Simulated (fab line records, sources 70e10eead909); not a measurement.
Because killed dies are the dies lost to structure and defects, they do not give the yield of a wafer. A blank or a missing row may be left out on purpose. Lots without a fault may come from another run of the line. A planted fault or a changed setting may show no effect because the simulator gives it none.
Which tool is to blame?	flow nand-harc	12 lots, 36 wafers sampled, at 6 steps of a route of 1159

## WHAT THE GAUGES SHOWED, per wafer
NHARC_P_ZERO_WELL_CD_MEAS_37 targets a cd of 720 nm.
lot	measured	on	cd-nm (nm)
L787	day 2 04:23	cd-sem-01	718.4 719.0 719.9
L786	day 2 14:25	cd-sem-02	715.7 717.9 719.4
L789	day 2 16:15	cd-sem-02	719.3 719.2 719.8
L790	day 2 22:15	cd-sem-02	722.2 723.4 720.6
L792	day 3 09:59	cd-sem-01	- - -
L795	day 4 04:10	cd-sem-02	718.5 717.9 716.5
L801	day 5 16:07	cd-sem-02	719.5 719.0 718.4
L802	day 5 22:08	cd-sem-03	721.2 718.5 718.8
L803	day 6 04:08	cd-sem-03	721.6 719.8 719.3
L806	day 6 22:06	cd-sem-03	718.9 719.8 719.8
L807	day 7 04:01	cd-sem-03	716.1 718.1 720.6
L808	day 7 10:07	cd-sem-01	719.9 720.1 721.5

NHARC_P_STI_CD_MEAS_09 targets a cd of 200 nm.
lot	measured	on	cd-nm (nm)
L787	day 3 01:55	cd-sem-01	206.5 200.8 199.3
L786	day 3 09:20	cd-sem-03	198.7 196.6 202.8
L789	day 3 09:10	cd-sem-01	199.8 201.8 200.4
L790	day 3 18:02	cd-sem-03	201.4 198.7 198.9
L795	day 5 03:47	cd-sem-02	197.8 199.5 198.3
L801	day 6 12:56	cd-sem-02	202.0 197.3 194.9
L802	day 6 16:43	cd-sem-02	197.9 200.2 200.1
L803	day 7 01:40	cd-sem-01	199.9 201.2 199.2
L806	day 7 18:01	cd-sem-01	202.8 193.9 201.3
L807	day 7 22:47	cd-sem-01	200.4 200.5 200.7
L808	day 8 05:48	cd-sem-03	204.6 204.6 201.6

NHARC_END_SORT_01.
lot	measured	on	killed-at-array	killed-at-other	killed-at-periphery	killed-dies	killed-open	killed-short
L792	day 21 08:00	prober-01	40 29 30	1 1 1	636 647 646	677 677 677	2 1 3	1 1 1

## WHAT TOOL EACH LOT RAN ON (gives the tool, then ch and the chambers of the sampled wafers, and finally the start)
lot	NHARC_P_ZERO_WELL_EXPOSE_34	NHARC_P_ZERO_WELL_DESCUM_39	NHARC_P_GATE_DESCUM_13
L787	krf-scanner-04 ch 0, day 2 04:14	rie-diel-02 ch 0,2,3, day 2 04:34	rie-diel-09 ch 0,2,3, day 4 16:55
L786	krf-scanner-03 ch 0, day 2 14:16	rie-diel-07 ch 0,1, day 2 14:35	rie-diel-09 ch 0,2,3, day 5 04:32
L789	krf-scanner-04 ch 0, day 2 16:05	rie-diel-02 ch 1,3, day 2 16:25	rie-diel-09 ch 0,1,2, day 5 04:37
L790	krf-scanner-03 ch 0, day 2 22:06	rie-diel-07 ch 0,3, day 2 22:25	rie-diel-12 ch 0,1,3, day 5 12:35
L792	krf-scanner-03 ch 0, day 3 09:50	rie-diel-02 ch 1,3, day 3 10:10	-
L795	krf-scanner-03 ch 0, day 4 04:00	rie-diel-07 ch 0,2,3, day 4 04:20	rie-diel-12 ch 0,1,3, day 7 07:55
L801	krf-scanner-03 ch 0, day 5 15:58	rie-diel-07 ch 0,1,2, day 5 16:17	rie-diel-13 ch 0,1,2, day 8 03:19
L802	krf-scanner-02 ch 0, day 5 21:59	rie-diel-07 ch 0,2,3, day 5 22:19	rie-diel-09 ch 0,1,3, day 8 09:03
L803	krf-scanner-02 ch 0, day 6 03:58	rie-diel-02 ch 0,1,3, day 6 04:19	rie-diel-12 ch 0,1,2, day 8 16:40
L806	krf-scanner-03 ch 0, day 6 21:57	rie-diel-06 ch 0,2,3, day 6 22:16	rie-diel-09 ch 1,2,3, day 9 07:06
L807	krf-scanner-03 ch 0, day 7 03:51	rie-diel-07 ch 2,3, day 7 04:11	rie-diel-12 ch 0,1,3, day 9 07:04
L808	krf-scanner-03 ch 0, day 7 09:57	rie-diel-06 ch 0,1,3, day 7 10:16	rie-diel-09 ch 1,2,3, day 9 20:37
- NHARC_P_ZERO_WELL_EXPOSE_34: exposes mask P PWELL, target cd 720 nm.
- NHARC_P_ZERO_WELL_DESCUM_39: chemistry O2, time 3 s.
- NHARC_P_GATE_DESCUM_13: chemistry O2, time 3 s.

## WHAT THE TOOLS THEMSELVES READ (means of the sampled wafers that have a number; where no wafer has one, the mark that the record gives instead)
NHARC_P_ZERO_WELL_EXPOSE_34.
lot	tool	stage-vel-mm-s (mm/s)
L787	krf-scanner-04	499.64
L786	krf-scanner-03	500.08
L789	krf-scanner-04	499.90
L790	krf-scanner-03	500.02
L792	krf-scanner-03	499.95
L795	krf-scanner-03	500.04
L801	krf-scanner-03	499.80
L802	krf-scanner-02	499.96
L803	krf-scanner-02	500.04
L806	krf-scanner-03	499.79
L807	krf-scanner-03	499.90
L808	krf-scanner-03	499.77

NHARC_P_ZERO_WELL_DESCUM_39.
lot	tool	drypump-motor-current-A (A)	oes-product-au (a.u.)	rf-vpp-V (V)	showerhead-plenum-p-Torr (Torr)	throttle-valve-pct (%)
L787	rie-diel-02	5.89	1.004	58.2	1.95	11.305
L786	rie-diel-07	5.74	0.999	58.0	1.99	11.313
L789	rie-diel-02	5.96	1.010	57.3	1.85	11.309
L790	rie-diel-07	5.75	1.009	57.8	1.95	11.317
L792	rie-diel-02	6.00	1.010	57.5	1.87	11.315
L795	rie-diel-07	5.88	0.995	58.6	1.96	11.309
L801	rie-diel-07	5.87	1.008	58.2	1.98	11.309
L802	rie-diel-07	5.88	1.001	58.1	1.96	11.315
L803	rie-diel-02	5.91	1.006	58.2	1.90	11.305
L806	rie-diel-06	5.99	1.005	57.7	1.89	11.306
L807	rie-diel-07	5.52	1.008	57.7	1.98	11.307
L808	rie-diel-06	5.98	1.003	57.1	1.89	11.302

NHARC_P_GATE_DESCUM_13.
lot	tool	drypump-motor-current-A (A)	oes-product-au (a.u.)	rf-vpp-V (V)	showerhead-plenum-p-Torr (Torr)	throttle-valve-pct (%)
L787	rie-diel-09	5.4	0.990	57.5	1.94	11.302
L786	rie-diel-09	5.4	0.994	58.2	1.94	11.308
L789	rie-diel-09	6.0	0.982	57.6	1.91	11.310
L790	rie-diel-12	5.6	1.002	57.8	1.97	11.305
L795	rie-diel-12	5.6	0.997	57.6	1.97	11.311
L801	rie-diel-13	6.0	0.997	58.0	1.96	11.310
L802	rie-diel-09	6.0	0.984	59.2	1.90	11.315
L803	rie-diel-12	5.9	1.005	58.1	1.98	11.311
L806	rie-diel-09	5.8	0.999	58.0	1.96	11.313
L807	rie-diel-12	5.6	0.995	57.2	1.97	11.310
L808	rie-diel-09	5.8	0.998	58.3	1.96	11.310

## THE ANSWER, worked out from the rows above alone
Rule: the usual values come from the lots themselves. The widest of any qualifying gaps counts: lots, ordered by their means at a reading, are off when they make up no more than a third of the lots, leave a main group of 4 or more, and stand apart from it by 3 or more times the standard deviation of that group's means. A main group is skipped when, at the precision printed for the reading in the tables above, its means are all equal. A lot without any number at a reading at which 4 lots or more have one is off too. Where the step has rows for the other lots, those lots are counted as sound. Order of review: gauges by route order, followed by the tools' own readings, for which a lot's mean as printed above is used. The first step at which some lot is off is used, and at that step the reading that is off furthest; a lot without a number counts as furthest.
Off: L792, at NHARC_P_ZERO_WELL_CD_MEAS_37 (cd-nm). Without a number there: L792. Mean 719.4 nm and standard deviation 1.2 in the main group.
If a tool, at a process step before that reading, ran all the lots that are off and no sound lot after the first of them, it fits. Gauges at NHARC_P_ZERO_WELL_CD_MEAS_37: tried the same way as those tools. No candidate that was tried fits.

## WHAT THE SIMULATOR HAD INSERTED
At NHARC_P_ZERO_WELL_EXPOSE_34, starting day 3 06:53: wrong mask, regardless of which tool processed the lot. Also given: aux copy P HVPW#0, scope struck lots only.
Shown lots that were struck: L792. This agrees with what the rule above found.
